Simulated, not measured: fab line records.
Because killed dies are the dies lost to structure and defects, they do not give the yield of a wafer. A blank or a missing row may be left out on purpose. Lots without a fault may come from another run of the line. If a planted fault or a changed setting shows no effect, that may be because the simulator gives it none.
Which tool was responsible? | flow nand-harc | 39 wafers from 13 lots sampled at 4 of the route's 1159 steps

WHAT THE GAUGES SHOWED, per wafer
The record lacks any reading of a measuring or inspecting step that a usual standard deviation could be used to judge.

WHAT TOOL EACH LOT RAN ON (gives the tool, then ch and the chambers of the sampled wafers, and finally the start)
lot  | NHARC_A_CONTACT_ETCH_135             | NHARC_A_CONTACT_ETCH_136             | NHARC_A_CONTACT_ETCH_137             | NHARC_A_CONTACT_CMP_20
L108 | har-cap-etch-02 ch 0,1, day 16 17:13 | har-cap-etch-02 ch 0,1, day 16 17:21 | har-cap-etch-02 ch 0,1, day 16 17:28 | cmp-01 ch 0,2,3, day 16 20:23
L110 | har-cap-etch-02 ch 0,1, day 17 08:04 | har-cap-etch-02 ch 0,1, day 17 08:11 | har-cap-etch-02 ch 0,1, day 17 08:19 | cmp-02 ch 1,2,3, day 17 17:33
L111 | har-cap-etch-03 ch 0,1, day 17 10:11 | har-cap-etch-03 ch 0,1, day 17 10:19 | har-cap-etch-03 ch 0,1, day 17 10:26 | cmp-01 ch 0,2,3, day 17 18:19
L112 | har-cap-etch-01 ch 0,1, day 17 13:38 | har-cap-etch-01 ch 0,1, day 17 13:46 | har-cap-etch-01 ch 0,1, day 17 13:53 | cmp-04 ch 0,1,2, day 17 19:28
L113 | har-cap-etch-02 ch 0,1, day 18 01:20 | har-cap-etch-02 ch 0,1, day 18 01:31 | har-cap-etch-02 ch 0,1, day 18 01:40 | cmp-02 ch 0,1,3, day 18 04:44
L114 | har-cap-etch-03 ch 0,1, day 18 05:18 | har-cap-etch-03 ch 0,1, day 18 05:26 | har-cap-etch-03 ch 0,1, day 18 05:33 | cmp-02 ch 1,2,3, day 18 08:27
L121 | har-cap-etch-01 ch 0,1, day 19 20:46 | har-cap-etch-01 ch 0,1, day 19 20:53 | har-cap-etch-01 ch 0,1, day 19 21:01 | cmp-01 ch 0,1,2, day 20 00:09
L120 | har-cap-etch-03 ch 0,1, day 20 01:52 | har-cap-etch-03 ch 0,1, day 20 01:59 | har-cap-etch-03 ch 0,1, day 20 02:07 | cmp-02 ch 0,1,3, day 20 05:03
L124 | har-cap-etch-01 ch 0,1, day 20 14:58 | har-cap-etch-01 ch 0,1, day 20 15:05 | har-cap-etch-01 ch 0,1, day 20 15:13 | cmp-04 ch 2,3, day 21 06:38
L127 | har-cap-etch-03 ch 0,1, day 21 15:32 | har-cap-etch-03 ch 0,1, day 21 15:40 | har-cap-etch-03 ch 0,1, day 21 15:47 | cmp-04 ch 1,2, day 21 22:02
L125 | har-cap-etch-03 ch 0,1, day 22 10:11 | har-cap-etch-03 ch 0,1, day 22 10:19 | har-cap-etch-03 ch 0,1, day 22 10:26 | cmp-01 ch 1,2, day 22 19:21
L131 | har-cap-etch-03 ch 0,1, day 22 15:46 | har-cap-etch-03 ch 0,1, day 22 15:53 | har-cap-etch-03 ch 0,1, day 22 16:01 | cmp-01 ch 0,2,3, day 22 20:49
L129 | har-cap-etch-03 ch 0,1, day 22 21:32 | har-cap-etch-03 ch 0,1, day 22 21:40 | har-cap-etch-03 ch 0,1, day 22 21:47 | cmp-02 ch 0,1,3, day 23 00:50
- NHARC_A_CONTACT_ETCH_135: etches the open film in C4F8/O2/Ar, time 132 s, target depth 1287 nm.
- NHARC_A_CONTACT_ETCH_136: etches the open film in C4F8/O2/Ar, time 132 s, target depth 1287 nm.
- NHARC_A_CONTACT_ETCH_137: etches the open film in C4F8/O2/Ar, time 132 s, target depth 1287 nm.
- NHARC_A_CONTACT_CMP_20: polishes, t overpolish 30 s, target thk 300 nm.

WHAT THE TOOLS THEMSELVES READ (means of the sampled wafers that have a number; where no wafer has one, the mark that the record gives instead)
NHARC_A_CONTACT_ETCH_135. Usual: chamber-pressure-mTorr 20.001 mTorr, standard deviation 0.018.
lot  | tool            | chamber-pressure-mTorr (mTorr) | flag
L108 | har-cap-etch-02 | 20.025                         |
L110 | har-cap-etch-02 | 19.990                         |
L111 | har-cap-etch-03 | 19.988                         |
L112 | har-cap-etch-01 | 20.006                         |
L113 | har-cap-etch-02 | 19.976                         |
L114 | har-cap-etch-03 | 20.001                         |
L121 | har-cap-etch-01 | 20.011                         |
L120 | har-cap-etch-03 | 20.010                         |
L124 | har-cap-etch-01 | 19.988                         |
L127 | har-cap-etch-03 | 20.024                         |
L125 | har-cap-etch-03 | 20.010                         |
L131 | har-cap-etch-03 | 19.996                         |
L129 | har-cap-etch-03 | 19.999                         |

NHARC_A_CONTACT_ETCH_136. Usual: chamber-pressure-mTorr 19.997 mTorr, standard deviation 0.019.
lot  | tool            | chamber-pressure-mTorr (mTorr) | flag
L108 | har-cap-etch-02 | 20.003                         |
L110 | har-cap-etch-02 | 20.015                         |
L111 | har-cap-etch-03 | 19.999                         |
L112 | har-cap-etch-01 | 20.008                         |
L113 | har-cap-etch-02 | 19.994                         |
L114 | har-cap-etch-03 | 19.991                         |
L121 | har-cap-etch-01 | 19.986                         |
L120 | har-cap-etch-03 | 20.003                         |
L124 | har-cap-etch-01 | 20.011                         |
L127 | har-cap-etch-03 | 19.994                         |
L125 | har-cap-etch-03 | 19.987                         |
L131 | har-cap-etch-03 | 19.988                         |
L129 | har-cap-etch-03 | 19.976                         |

NHARC_A_CONTACT_ETCH_137. Usual: chamber-pressure-mTorr 20.001 mTorr, standard deviation 0.019.
lot  | tool            | chamber-pressure-mTorr (mTorr) | flag
L108 | har-cap-etch-02 | 19.981                         |
L110 | har-cap-etch-02 | 20.003                         |
L111 | har-cap-etch-03 | 20.006                         |
L112 | har-cap-etch-01 | 20.010                         |
L113 | har-cap-etch-02 | 20.000                         |
L114 | har-cap-etch-03 | 20.013                         |
L121 | har-cap-etch-01 | 20.007                         |
L120 | har-cap-etch-03 | 20.000                         |
L124 | har-cap-etch-01 | 20.011                         |
L127 | har-cap-etch-03 | 20.025                         |
L125 | har-cap-etch-03 | 20.004                         |
L131 | har-cap-etch-03 | 19.998                         |
L129 | har-cap-etch-03 | 19.985                         |

NHARC_A_CONTACT_CMP_20. Usual: motor-current-A 12.6 A, standard deviation 1.1; overpolish-run-s 29.999 s, standard deviation 0.0093; pad-life-wafers 276, standard deviation 150; time-to-endpoint-s 60.7 s, standard deviation 2.2.
lot  | tool   | motor-current-A (A) | overpolish-run-s (s) | pad-life-wafers | time-to-endpoint-s (s) | flag
L108 | cmp-01 | 12.5                | 29.996               | 1               | 64.1                   |
L110 | cmp-02 | 12.1                | 29.999               | 380             | 60.7                   |
L111 | cmp-01 | 11.9                | 30.000               | 123             | 63.7                   |
L112 | cmp-04 | 13.0                | 29.997               | 2               | 63.7                   |
L113 | cmp-02 | 11.9                | 30.001               | 445             | 63.4                   |
L114 | cmp-02 | 12.0                | 30.000               | 482             | 50.3                   | OFF
L121 | cmp-01 | 12.8                | 29.996               | 391             | 62.0                   |
L120 | cmp-02 | 11.8                | 29.991               | 205             | 51.2                   | OFF
L124 | cmp-04 | 13.5                | 30.000               | 421             | 60.2                   |
L127 | cmp-04 | 13.1                | 30.004               | 6               | 60.4                   |
L125 | cmp-01 | 13.4                | 30.000               | 272             | 60.0                   |
L131 | cmp-01 | 12.3                | 29.997               | 284             | 57.9                   |
L129 | cmp-02 | 11.5                | 30.001               | 8               | 62.1                   |

THE ANSWER, worked out from the rows above alone
Rule: a lot is off if the mean of its wafers that have a number lies more than 3 standard deviations from the usual mean. A lot without any number at a reading at which 4 lots or more have one is off too. All remaining lots with rows at the step are treated as sound. First the gauges in route order, then the tools' own readings, where a lot's mean is used as printed above. At the first step where some lot is off, the reading lying furthest off is the one used; lots without a number count as furthest.
Off, at NHARC_A_CONTACT_CMP_20 on time-to-endpoint-s: L114, L120.
If a tool, at that step or one of the process steps before it, ran each lot that is off and ran no sound lot following the first of them, it fits. No candidate that was tried fits.

WHAT HAD BEEN PUT IN BY THE SIMULATOR
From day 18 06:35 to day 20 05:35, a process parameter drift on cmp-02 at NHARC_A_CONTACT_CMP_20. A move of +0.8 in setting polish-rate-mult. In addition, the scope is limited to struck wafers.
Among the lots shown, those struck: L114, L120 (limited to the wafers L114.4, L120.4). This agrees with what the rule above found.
